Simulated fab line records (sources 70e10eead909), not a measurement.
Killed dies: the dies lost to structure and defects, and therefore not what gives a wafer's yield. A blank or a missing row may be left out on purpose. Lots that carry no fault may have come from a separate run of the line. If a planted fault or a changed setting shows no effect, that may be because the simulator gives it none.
fab line records -- flow nand_harc
[record] lots = 14, wafers = 42, last_day = 31
route steps=1302 shown P_M2@338 END@1302
lots that met no fault: taken from a fault-free run of the same line
start_h: start of the lot's first displayed wafer, in hours after the record's first day -- wait_h: time in hours since the lot's previous step -- " unchanged from the row above -- L1.1+2: one row covering several wafers at once -- - either no value or no given start -- * or withheld: withheld -- < > ~ a bound
route shown NAME@n: NAME is a module with steps in the file, n the number in the route of the first one -- usual: mean and standard deviation over wafers with no fault -- same: alike in all rows -- chamber/n: place in a boat -- sites: the reading at each site -- _std_site: the standard deviation of these -- _edge_site: the outer-site mean with the inner-site mean subtracted -- radius_mm: for every site, how far away it sits from the centre of the wafer -- mask NAME#n: copy n -- behind: the tool/chamber that last shaped the wafer -- hold: reason for holding the lot/hours on hold/outcome of the hold -- device: transistor that didn't switch, given as n, p or np -- end of line: the route-end tests of the same wafers -- where a step has no rows: the recipe by itself -- killed: not the wafer's yield, but the dies lost to structure and defects at the first sort -- map: a wafer's dies, marking killed ones x, the rest . and places with no die _
set.NAME: the setting the step ran with; set.NAME@STEP: the setting that earlier step ran with -- model.NAME: the simulator's own value behind a step, which no gauge read
steps of the route over a sample of lots; a table a step, a row a wafer
services: the hour from which a tool's chamber was out of use, counted from the record's first day as start_h (under 0 if before that day), plus the number of hours and why
[[steps]]
[step NHARC_P_M2_DEGAS_29]
[recipe] temp_c = 250, time_s = 60
[usual] heater_power_w = 335/31
lot.wafer,tool,chamber,start_h,wait_h,heater_power_w
L981.3,pvd_sputter-03,-,132.73,-,292
L981.5,pvd_sputter-03,-,132.73,-,343
L981.6,pvd_sputter-03,-,132.73,-,356
L983.3,pvd_sputter-01,-,146.83,-,315
L983.2,pvd_sputter-01,-,146.83,-,349
L983.6,pvd_sputter-01,-,146.83,-,315
L982.2,pvd_sputter-03,-,147.74,-,336
L982.5,pvd_sputter-03,-,147.74,-,347
L982.6,pvd_sputter-03,-,147.74,-,375
L984.2,pvd_sputter-02,-,158.66,-,307
L984.6,pvd_sputter-02,-,158.66,-,303
L984.5,pvd_sputter-02,-,158.66,-,303
L985.4,pvd_sputter-01,-,171.71,-,348
L985.1,pvd_sputter-01,-,171.71,-,310
L985.6,pvd_sputter-01,-,171.71,-,310
L987.3,pvd_sputter-01,-,189.83,-,343
L987.2,pvd_sputter-01,-,189.83,-,315
L987.1,pvd_sputter-01,-,189.83,-,324
L988.1,pvd_sputter-03,-,205.26,-,379
L988.3,pvd_sputter-03,-,205.26,-,349
L988.6,pvd_sputter-03,-,205.26,-,378
L989.2,pvd_sputter-02,-,206.21,-,294
L989.4,pvd_sputter-02,-,206.21,-,369
L989.6,pvd_sputter-02,-,206.21,-,297
L990.2,pvd_sputter-03,-,219.86,-,350
L990.4,pvd_sputter-03,-,219.86,-,358
L990.5,pvd_sputter-03,-,219.86,-,364
L991.4,pvd_sputter-02,-,228.76,-,371
L991.1,pvd_sputter-02,-,228.76,-,297
L991.2,pvd_sputter-02,-,228.76,-,303
L993.4,pvd_sputter-02,-,245.91,-,358
L993.2,pvd_sputter-02,-,245.91,-,300
L993.5,pvd_sputter-02,-,245.91,-,358
L994.3,pvd_sputter-01,-,259.05,-,349
L994.1,pvd_sputter-01,-,259.05,-,309
L994.2,pvd_sputter-01,-,259.05,-,388
L998.3,pvd_sputter-01,-,305.09,-,387
L998.1,pvd_sputter-01,-,305.09,-,356
L998.5,pvd_sputter-01,-,305.09,-,318
L999.1,pvd_sputter-01,-,315.33,-,347
L999.4,pvd_sputter-01,-,315.33,-,387
L999.6,pvd_sputter-01,-,315.33,-,352
[step NHARC_P_M2_PVD_20]
[recipe] target_thk_a = 50, bias_v = 168.6, power_w = 15000, chamber_pressure_pa = 0.12, time_s = 8.06, substrate_temp_c = 50, material = TaN
[usual] throttle_valve_pct = 30.4/1.2
lot.wafer,tool,chamber,start_h,wait_h,throttle_valve_pct
L981.3,pvd_sputter-03,-,-,-,31.2
L981.5,pvd_sputter-03,-,-,-,31.0
L981.6,pvd_sputter-03,-,-,-,31.6
L983.3,pvd_sputter-01,-,-,-,29.3
L983.2,pvd_sputter-01,-,-,-,27.6
L983.6,pvd_sputter-01,-,-,-,31.6
L982.2,pvd_sputter-03,-,-,-,32.0
L982.6,pvd_sputter-03,-,-,-,30.9
L982.5,pvd_sputter-03,-,-,-,31.8
L984.2,pvd_sputter-02,-,-,-,29.9
L984.6,pvd_sputter-02,-,-,-,31.0
L984.5,pvd_sputter-02,-,-,-,30.0
L985.1,pvd_sputter-01,-,-,-,29.4
L985.4,pvd_sputter-01,-,-,-,31.6
L985.6,pvd_sputter-01,-,-,-,29.1
L987.2,pvd_sputter-01,-,-,-,29.2
L987.1,pvd_sputter-01,-,-,-,29.4
L987.3,pvd_sputter-01,-,-,-,27.4
L988.1,pvd_sputter-03,-,-,-,31.1
L988.3,pvd_sputter-03,-,-,-,32.0
L988.6,pvd_sputter-03,-,-,-,31.3
L989.2,pvd_sputter-02,-,-,-,30.2
L989.4,pvd_sputter-02,-,-,-,31.2
L989.6,pvd_sputter-02,-,-,-,30.3
L990.4,pvd_sputter-03,-,-,-,32.8
L990.2,pvd_sputter-03,-,-,-,31.4
L990.5,pvd_sputter-03,-,-,-,31.2
L991.1,pvd_sputter-02,-,-,-,29.9
L991.4,pvd_sputter-02,-,-,-,29.9
L991.2,pvd_sputter-02,-,-,-,30.2
L993.2,pvd_sputter-02,-,-,-,29.9
L993.4,pvd_sputter-02,-,-,-,30.2
L993.5,pvd_sputter-02,-,-,-,30.1
L994.1,pvd_sputter-01,-,-,-,27.3
L994.2,pvd_sputter-01,-,-,-,30.4
L994.3,pvd_sputter-01,-,-,-,30.3
L998.3,pvd_sputter-01,-,-,-,27.3
L998.1,pvd_sputter-01,-,-,-,31.7
L998.5,pvd_sputter-01,-,-,-,30.6
L999.1,pvd_sputter-01,-,-,-,30.2
L999.4,pvd_sputter-01,-,-,-,27.6
L999.6,pvd_sputter-01,-,-,-,30.1
[step NHARC_P_M2_PVD_21]
[recipe] target_thk_a = 300, chamber_pressure_pa = 5, power_w = 5000, substrate_temp_c = 30, time_s = 20.49, material = Cu
[usual] throttle_valve_pct = 30.5/1.2
lot.wafer,tool,chamber,start_h,wait_h,throttle_valve_pct
L981.3,pvd_sputter-03,-,-,-,30.9
L981.5,pvd_sputter-03,-,-,-,32.0
L981.6,pvd_sputter-03,-,-,-,30.8
L983.2,pvd_sputter-01,-,-,-,27.5
L983.3,pvd_sputter-01,-,-,-,29.2
L983.6,pvd_sputter-01,-,-,-,31.6
L982.2,pvd_sputter-03,-,-,-,31.1
L982.5,pvd_sputter-03,-,-,-,31.1
L982.6,pvd_sputter-03,-,-,-,32.0
L984.2,pvd_sputter-02,-,-,-,29.8
L984.5,pvd_sputter-02,-,-,-,30.2
L984.6,pvd_sputter-02,-,-,-,31.2
L985.4,pvd_sputter-01,-,-,-,27.6
L985.1,pvd_sputter-01,-,-,-,29.4
L985.6,pvd_sputter-01,-,-,-,31.3
L987.3,pvd_sputter-01,-,-,-,31.3
L987.1,pvd_sputter-01,-,-,-,27.3
L987.2,pvd_sputter-01,-,-,-,29.4
L988.1,pvd_sputter-03,-,-,-,31.3
L988.3,pvd_sputter-03,-,-,-,31.5
L988.6,pvd_sputter-03,-,-,-,31.2
L989.2,pvd_sputter-02,-,-,-,29.8
L989.4,pvd_sputter-02,-,-,-,30.2
L989.6,pvd_sputter-02,-,-,-,30.3
L990.2,pvd_sputter-03,-,-,-,31.2
L990.4,pvd_sputter-03,-,-,-,31.1
L990.5,pvd_sputter-03,-,-,-,31.8
L991.4,pvd_sputter-02,-,-,-,30.3
L991.2,pvd_sputter-02,-,-,-,31.1
L991.1,pvd_sputter-02,-,-,-,30.2
L993.2,pvd_sputter-02,-,-,-,30.0
L993.4,pvd_sputter-02,-,-,-,31.1
L993.5,pvd_sputter-02,-,-,-,30.1
L994.3,pvd_sputter-01,-,-,-,30.6
L994.2,pvd_sputter-01,-,-,-,30.2
L994.1,pvd_sputter-01,-,-,-,31.8
L998.1,pvd_sputter-01,-,-,-,30.1
L998.3,pvd_sputter-01,-,-,-,31.7
L998.5,pvd_sputter-01,-,-,-,27.5
L999.1,pvd_sputter-01,-,-,-,30.2
L999.4,pvd_sputter-01,-,-,-,27.3
L999.6,pvd_sputter-01,-,-,-,30.0
[step NHARC_P_M2_DEP_33]
[recipe] target_thk_a = 300, temp_c = 370, target_thk_nm = 30, pressure_torr = 3, flow_sccm = 200, rf_w = 450, material = SiCN
[usual] chamber_pressure_Torr = 3.000/0.0058, heater_power_outer_w = 333/52, heater_power_w = 592/86
lot.wafer,tool,chamber,start_h,wait_h,chamber_pressure_Torr,heater_power_outer_w,heater_power_w
L981.3,pecvd-02,2,134.41,0.1,3.001,292,504
L981.5,pecvd-02,2,134.41,0.1,3.001,293,500
L981.6,pecvd-02,0,134.41,0.1,3.004,359,644
L983.2,pecvd-03,2,148.66,0.1,2.991,404,735
L983.3,pecvd-03,0,148.66,0.1,3.005,292,549
L983.6,pecvd-03,1,148.66,0.1,2.996,261,491
L982.2,pecvd-02,1,149.41,0.1,2.996,327,612
L982.5,pecvd-02,1,149.41,0.1,3.012,330,627
L982.6,pecvd-02,2,149.41,0.1,3.002,298,497
L984.2,pecvd-02,0,160.43,0.1,2.992,383,656
L984.6,pecvd-02,0,160.43,0.1,2.994,380,665
L984.5,pecvd-02,1,160.43,0.1,3.001,327,619
L985.1,pecvd-01,2,173.51,0.1,3.007,333,551
L985.6,pecvd-01,0,173.51,0.1,3.009,342,551
L985.4,pecvd-01,1,173.51,0.1,3.008,282,499
L987.3,pecvd-02,2,191.53,0.1,3.005,280,492
L987.2,pecvd-02,0,191.53,0.1,3.002,358,632
L987.1,pecvd-02,1,191.53,0.1,2.998,318,607
L988.1,pecvd-03,2,206.96,0.1,2.999,375,691
L988.3,pecvd-03,1,206.96,0.1,2.994,308,584
L988.6,pecvd-03,1,206.96,0.1,2.989,312,574
L989.2,pecvd-01,2,207.96,0.1,3.003,355,599
L989.6,pecvd-01,2,207.96,0.1,3.001,353,587
L989.4,pecvd-01,0,207.96,0.1,3.001,310,523
L990.2,pecvd-02,0,221.65,0.1,2.996,326,597
L990.4,pecvd-02,1,221.65,0.1,3.006,383,699
L990.5,pecvd-02,2,221.65,0.1,3.001,308,518
L991.2,pecvd-03,2,230.51,0.1,2.995,472,816
L991.1,pecvd-03,0,230.51,0.1,2.988,257,500
L991.4,pecvd-03,1,230.51,0.1,3.004,290,559
L993.2,pecvd-01,2,247.69,0.1,3.003,330,569
L993.5,pecvd-01,0,247.69,0.1,2.998,346,556
L993.4,pecvd-01,1,247.69,0.1,3.001,299,503
L994.2,pecvd-03,1,260.75,0.1,3.006,260,527
L994.1,pecvd-03,2,260.75,0.1,3.012,387,702
L994.3,pecvd-03,0,260.75,0.1,3.001,300,587
L998.1,pecvd-01,0,306.88,0.1,-,-,-
L998.3,pecvd-01,1,306.88,0.1,-,-,-
L998.5,pecvd-01,1,306.88,0.1,-,-,-
L999.1,pecvd-02,2,317.03,0.1,-,-,-
L999.4,pecvd-02,2,317.03,0.1,-,-,-
L999.6,pecvd-02,0,317.03,0.1,-,-,-
[step NHARC_END_SORT_01]
[recipe] temp_c = 25
[usual] defect_limited_yield = 90.8/2.2, killed_at_array = 58/15, killed_at_other = 0.8/1.2, killed_at_periphery = 3.5/2.5, killed_dies = 62/15, killed_open = 3.2/1.7, killed_short = 2.4/1.5
[same] gross_dies = 677
lot.wafer,tool,chamber,start_h,wait_h,defect_limited_yield[%],killed_at_array,killed_at_other,killed_at_periphery,killed_dies,killed_open,killed_short
L982.2,prober-02,0,566.79,2.8,91.0,59,0,2,61,2,0
L982.5,prober-02,0,569.16,3.7,91.4,54,1,3,58,3,1
L982.6,prober-02,0,569.95,3.9,90.8,58,0,4,62,5,1
L987.1,prober-02,0,631.57,2.5,94.7,35,0,1,36,1,0
L987.2,prober-02,0,632.38,2.8,91.9,52,0,3,55,1,0
L987.3,prober-02,0,633.18,3.1,92.9,48,0,0,48,4,1
L989.2,prober-02,0,652.74,2.8,89.5,64,4,3,71,3,3
L989.4,prober-02,0,654.33,3.4,86.4,86,4,2,92,4,4
L989.6,prober-02,0,655.91,4.0,87.7,77,2,4,83,3,5
L991.1,prober-01,0,655.04,2.6,94.2,34,1,4,39,2,2
L991.2,prober-01,0,655.84,2.8,93.9,32,1,8,41,2,2
L991.4,prober-01,0,657.44,3.4,93.4,38,0,7,45,2,2
L993.2,prober-02,0,660.47,2.8,87.7,80,0,3,83,2,3
L993.4,prober-02,0,662.04,3.4,88.6,75,0,2,77,2,2
L993.5,prober-02,0,662.83,3.6,87.9,78,0,4,82,3,2
L994.1,prober-02,0,708.06,2.5,94.2,36,0,3,39,3,4
L994.2,prober-02,0,708.86,2.8,95.6,24,0,6,30,3,3
L994.3,prober-02,0,709.66,3.1,95.1,25,0,8,33,3,3
// killed by level:class
L982.2 A_CHANNEL_HOLE_D2:chamber_film_flake=35 A_STAIRCASE:chamber_film_flake=10 A_ZERO_WELL:chamber_film_flake=4 A_WL_FILL:chamber_film_flake=3 A_CHANNEL_HOLE_D1:chamber_film_flake=2 A_CONTACT:chamber_film_flake=2 A_ONON_D1:geometric_particle:open=1 A_CHANNEL_FILL_D1:geometric_particle:open=1
L982.5 A_CHANNEL_HOLE_D2:chamber_film_flake=35 A_STAIRCASE:chamber_film_flake=4 A_ZERO_WELL:chamber_film_flake=3 A_WL_FILL:chamber_film_flake=3 A_CONTACT:chamber_film_flake=3 A_CHANNEL_HOLE_D1:chamber_film_flake=2 A_ONON_D1:geometric_particle:open=1 A_ONON_D2:geometric_particle:open=1
L982.6 A_CHANNEL_HOLE_D2:chamber_film_flake=34 A_STAIRCASE:chamber_film_flake=6 A_CONTACT:chamber_film_flake=4 A_ZERO_WELL:chamber_film_flake=3 A_WL_FILL:chamber_film_flake=3 A_CHANNEL_FILL_D1:chamber_film_flake=2 P_GATE:geometric_particle:open=1 A_SOURCE_PLATE:geometric_particle:open=1
L987.1 A_SLIT:chamber_film_flake=20 A_CHANNEL_HOLE_D2:chamber_film_flake=8 A_CONTACT:chamber_film_flake=3 P_GATE:geometric_particle:open=1 A_ZERO_WELL:chamber_film_flake=1 A_CHANNEL_HOLE_D1:chamber_film_flake=1 A_CHANNEL_FILL_D1:chamber_film_flake=1 A_STAIRCASE:chamber_film_flake=1
L987.2 A_SLIT:chamber_film_flake=30 A_CHANNEL_HOLE_D2:chamber_film_flake=11 A_CHANNEL_HOLE_D1:chamber_film_flake=4 A_CONTACT:chamber_film_flake=3 P_GATE:chamber_film_flake=2 A_WL_FILL:chamber_film_flake=2 P_CONTACT:geometric_particle:open=1 A_CHANNEL_FILL_D1:chamber_film_flake=1
L987.3 A_SLIT:chamber_film_flake=22 A_CHANNEL_HOLE_D2:chamber_film_flake=9 A_CONTACT:chamber_film_flake=5 A_STAIRCASE:chamber_film_flake=3 A_BLC:geometric_particle:open=2 A_ONON_D1:geometric_particle:open=1 A_CHANNEL_HOLE_D1:geometric_particle:short=1 A_WL_FILL:geometric_particle:open=1
L989.2 A_SLIT:chamber_film_flake=24 A_CHANNEL_HOLE_D1:chamber_film_flake=22 A_CONTACT:chamber_film_flake=8 A_CHANNEL_HOLE_D2:chamber_film_flake=3 THIN_TSV:chamber_film_flake=3 P_M0:geometric_particle:open=1 A_ONON_D1:geometric_particle:open=1 A_CHANNEL_HOLE_D2:geometric_particle:short=1
L989.4 A_SLIT:chamber_film_flake=36 A_CHANNEL_HOLE_D1:chamber_film_flake=23 A_CHANNEL_HOLE_D2:chamber_film_flake=11 A_CONTACT:chamber_film_flake=5 THIN_TSV:chamber_film_flake=4 A_STAIRCASE:chamber_film_flake=3 A_WL_FILL:geometric_particle:short=2 P_M0:geometric_particle:open=1
L991.1 A_CHANNEL_HOLE_D2:chamber_film_flake=14 A_CHANNEL_HOLE_D1:chamber_film_flake=8 P_GATE:chamber_film_flake=3 A_STAIRCASE:chamber_film_flake=2 A_SLIT:chamber_film_flake=2 A_CHANNEL_FILL_D1:geometric_particle:open=1 A_CHANNEL_FILL_D1:geometric_particle:short=1 A_CHANNEL_HOLE_D2:geometric_particle:short=1
L991.2 A_CHANNEL_HOLE_D2:chamber_film_flake=16 A_CHANNEL_HOLE_D1:chamber_film_flake=5 P_STI:chamber_film_flake=3 P_M0:geometric_particle:open=2 P_GATE:chamber_film_flake=2 A_CHANNEL_FILL_D1:chamber_film_flake=2 A_STAIRCASE:chamber_film_flake=2 A_CONTACT:chamber_film_flake=2
L989.6 A_SLIT:chamber_film_flake=26 A_CHANNEL_HOLE_D1:chamber_film_flake=24 A_CHANNEL_HOLE_D2:chamber_film_flake=8 A_CONTACT:chamber_film_flake=7 A_BONDPAD:chamber_film_flake=4 A_DECK1_JOINT:geometric_particle:short=3 P_BONDPAD:chamber_film_flake=2 THIN_TSV:chamber_film_flake=2
L991.4 A_CHANNEL_HOLE_D2:chamber_film_flake=14 A_CHANNEL_HOLE_D1:chamber_film_flake=8 P_GATE:chamber_film_flake=6 A_SLIT:chamber_film_flake=4 A_CONTACT:chamber_film_flake=3 A_CHANNEL_FILL_D2:chamber_film_flake=2 P_M0:geometric_particle:open=1 A_CHANNEL_HOLE_D1:geometric_particle:short=1
L993.2 A_CHANNEL_HOLE_D1:chamber_film_flake=35 A_SLIT:chamber_film_flake=33 A_STAIRCASE:chamber_film_flake=3 P_BONDPAD:chamber_film_flake=2 A_DECK1_JOINT:chamber_film_flake=2 A_CHANNEL_FILL_D1:geometric_particle:short=1 A_ONON_D2:geometric_particle:short=1 A_WL_FILL:geometric_particle:short=1
L993.4 A_CHANNEL_HOLE_D1:chamber_film_flake=40 A_SLIT:chamber_film_flake=26 A_CONTACT:chamber_film_flake=2 A_ONON_D1:geometric_particle:open=1 A_CHANNEL_FILL_D1:geometric_particle:short=1 A_WL_FILL:geometric_particle:short=1 A_M0:geometric_particle:open=1 P_GATE:chamber_film_flake=1
L993.5 A_SLIT:chamber_film_flake=33 A_CHANNEL_HOLE_D1:chamber_film_flake=33 P_BONDPAD:chamber_film_flake=2 A_STAIRCASE:chamber_film_flake=2 A_CONTACT:chamber_film_flake=2 A_ONON_D1:geometric_particle:open=1 A_ONON_D2:geometric_particle:short=1 A_ONON_D2:geometric_particle:open=1
L994.1 A_CHANNEL_HOLE_D1:chamber_film_flake=12 A_CONTACT:chamber_film_flake=5 A_SLIT:chamber_film_flake=4 A_SOURCE_PLATE:geometric_particle:short=2 A_BLC:geometric_particle:open=2 A_DECK1_JOINT:chamber_film_flake=2 A_CHANNEL_HOLE_D2:chamber_film_flake=2 A_STAIRCASE:chamber_film_flake=2
L994.2 A_CHANNEL_HOLE_D1:chamber_film_flake=9 A_DECK1_JOINT:chamber_film_flake=4 A_CHANNEL_FILL_D1:chamber_film_flake=3 P_M0:geometric_particle:open=2 P_GATE:chamber_film_flake=2 P_CONTACT:geometric_particle:short=1 A_CHANNEL_HOLE_D1:geometric_particle:short=1 A_ONON_D2:geometric_particle:short=1
L994.3 A_CONTACT:chamber_film_flake=8 A_CHANNEL_HOLE_D1:chamber_film_flake=4 P_STI:chamber_film_flake=3 A_SLIT:chamber_film_flake=3 P_GATE:chamber_film_flake=2 A_CHANNEL_HOLE_D2:chamber_film_flake=2 P_CONTACT:geometric_particle:short=1 A_ONON_D1:geometric_particle:open=1
[[services]]
tool,chamber,start_h,hours,kind
pvd_sputter-03,-,117.84,11.4,repair
pecvd-01,-,130.23,13.0,pm
pecvd-01,0,130.23,13.0,vent_cycle
pecvd-01,1,143.45,5.6,repair
pvd_sputter-03,-,170.00,10.0,pm
pecvd-03,-,185.11,13.0,pm
pecvd-01,-,187.88,0.6,repair
pvd_sputter-01,-,211.88,1.0,repair
pecvd-01,1,212.20,16.5,repair
pvd_sputter-01,-,214.40,1.0,repair
pvd_sputter-01,-,226.00,10.0,pm
pvd_sputter-03,-,226.99,5.3,repair
pecvd-02,-,227.29,13.0,pm
pecvd-02,0,227.29,13.0,vent_cycle
pecvd-02,1,227.29,13.0,vent_cycle
pecvd-02,2,227.29,13.0,vent_cycle
pecvd-02,0,240.29,-,clean
pecvd-02,1,240.29,-,clean
pecvd-02,2,240.29,-,clean
pvd_sputter-02,-,258.19,1.1,repair
pvd_sputter-02,-,282.01,10.0,pm
pvd_sputter-01,-,302.94,0.7,repair
pecvd-02,-,306.57,1.1,repair
pecvd-01,-,311.23,13.0,pm
[[key]]
[first_sign] step = NHARC_P_M2_DEP_33, reading = tool_record, direction = missing
effect none on later readings
met_at NHARC_P_M2_DEP_33
struck_lots L998,L999
not_acting_at NHARC_P_M2_DEGAS_29,NHARC_P_M2_PVD_20,NHARC_P_M2_PVD_21
onset_between 247.69 306.88
[fault] kind = skipped_step_whole, tool = pecvd-01,pecvd-02, chamber = -, onset_h = 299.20, steps = NHARC_P_M2_DEP_33, scope = struck_lots_only
